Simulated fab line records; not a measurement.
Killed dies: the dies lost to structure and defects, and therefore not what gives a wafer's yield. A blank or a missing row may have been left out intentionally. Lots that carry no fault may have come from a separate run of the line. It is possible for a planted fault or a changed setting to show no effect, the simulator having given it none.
Matching of chambers || flow nand harc || 3 sister chambers for NHARC_A_STAIRCASE_DEP_471 on pecvd-01
The step deposits SiO2, target thk 100 nm. 6 wafers are shown with their chamber, then 9 later ones without.

== WAFERS WITH THEIR CHAMBER ==
{"wafer": "L082.6", "chamber": 0, "throttle valve pct (%)": 16.0, "heater power w (W)": 663}
{"wafer": "L080.1", "chamber": 2, "throttle valve pct (%)": 16.2, "heater power w (W)": 701}
{"wafer": "L080.4", "chamber": 0, "throttle valve pct (%)": 16.2, "heater power w (W)": 629}
{"wafer": "L087.1", "chamber": 2, "throttle valve pct (%)": 16.3, "heater power w (W)": 773}
{"wafer": "L089.2", "chamber": 1, "throttle valve pct (%)": 15.3, "heater power w (W)": 524}
{"wafer": "L089.5", "chamber": 1, "throttle valve pct (%)": 15.2, "heater power w (W)": 556}

== WAFERS WHOSE CHAMBER IS MISSING ==
{"wafer": "L090.1", "throttle valve pct (%)": 15.3, "heater power w (W)": 606}
{"wafer": "L090.3", "throttle valve pct (%)": 16.4, "heater power w (W)": 644}
{"wafer": "L090.6", "throttle valve pct (%)": 16.4, "heater power w (W)": 628}
{"wafer": "L093.4", "throttle valve pct (%)": 15.6, "heater power w (W)": 631}
{"wafer": "L093.5", "throttle valve pct (%)": 16.0, "heater power w (W)": 728}
{"wafer": "L093.6", "throttle valve pct (%)": 15.1, "heater power w (W)": 568}
{"wafer": "L097.1", "throttle valve pct (%)": 15.2, "heater power w (W)": 597}
{"wafer": "L097.2", "throttle valve pct (%)": 16.1, "heater power w (W)": 711}
{"wafer": "L097.6", "throttle valve pct (%)": 16.1, "heater power w (W)": 687}

== WHICH CHAMBER EACH WENT THROUGH ==
{"wafer": "L090.1", "from the rows above": 1, "in truth": 1}
{"wafer": "L090.3", "from the rows above": "can't be placed: 0 or 2", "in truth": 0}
{"wafer": "L090.6", "from the rows above": "can't be placed: 0 or 2", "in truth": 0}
{"wafer": "L093.4", "from the rows above": "can't be placed: 1 or 0", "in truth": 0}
{"wafer": "L093.5", "from the rows above": "can't be placed: 2 or 0", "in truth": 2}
{"wafer": "L093.6", "from the rows above": 1, "in truth": 1}
{"wafer": "L097.1", "from the rows above": 1, "in truth": 1}
{"wafer": "L097.2", "from the rows above": "can't be placed: 2 or 0", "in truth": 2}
{"wafer": "L097.6", "from the rows above": "can't be placed: 0 or 2", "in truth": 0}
Correct placement for 3 of the 9. Can't be placed from these rows: 6 (the true chamber is among the candidates in 6). Number placed wrongly: 0.
How it was worked out, from the rows above alone: a wafer's distance from a chamber is the root of the sum, over the readings, of the square of ((its reading less the chamber's mean) divided by the reading's scatter). If the next closest chamber is less than 2 further off than the closest, the wafer can't be placed; otherwise it belongs to the closest. A chamber's mean is the mean of its shown wafers. The scatter: take each reading less its chamber's mean, square it, sum over the shown wafers, divide by the number of wafers less the number of chambers, and take the root.
